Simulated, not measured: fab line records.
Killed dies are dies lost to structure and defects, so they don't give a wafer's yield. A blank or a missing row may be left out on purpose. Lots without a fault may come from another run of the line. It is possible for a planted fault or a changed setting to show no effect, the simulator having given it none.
Chamber matching + flow n5Finfet + N5_GATE_CUT_ETCH_28 on rieDiel-01 has 4 sister chambers
The step etches underlayer in N2/H2, target depth 13 nm, time 10.4 s. 4 wafers are shown with their chamber, then 7 later ones without.

## WAFERS, EACH WITH ITS CHAMBER
| wafer  | chamber | drypumpMotorCurrentA (A) |
|--------|---------|--------------------------|
| L077.2 | 1       | 6.4                      |
| L081.5 | 2       | 5.6                      |
| L085.3 | 0       | 5.4                      |
| L085.4 | 3       | 5.9                      |

## WAFERS WITH NO CHAMBER GIVEN
| wafer  | drypumpMotorCurrentA (A) |
|--------|--------------------------|
| L085.6 | 5.6                      |
| L086.1 | 5.6                      |
| L086.4 | 5.3                      |
| L086.5 | 5.4                      |
| L094.1 | 6.4                      |
| L094.2 | 5.9                      |
| L094.6 | 5.4                      |

## CHAMBER TAKEN BY EACH
| wafer  | from the rows above | in truth |
|--------|---------------------|----------|
| L085.6 | 2                   | 2        |
| L086.1 | 2                   | 2        |
| L086.4 | 0                   | 0        |
| L086.5 | 0                   | 0        |
| L094.1 | 1                   | 1        |
| L094.2 | 3                   | 3        |
| L094.6 | 0                   | 0        |
Correctly placed: 7 of 7. From these rows, 0 cannot be placed. Placed wrongly: 0.
How it was worked out, from the rows above alone: a wafer's distance from a chamber is the root of the sum, over the readings, of the square of ((its reading less the chamber's mean) divided by the reading's scatter). If the next closest chamber is less than 2 further off than the closest, the wafer can't be placed; otherwise it belongs to the closest. The mean given for a chamber averages the wafers shown for that chamber. The scatter (one wafer shown for each chamber): square how far every hidden wafer sits from the nearest shown wafer, average those squares and take the square root.
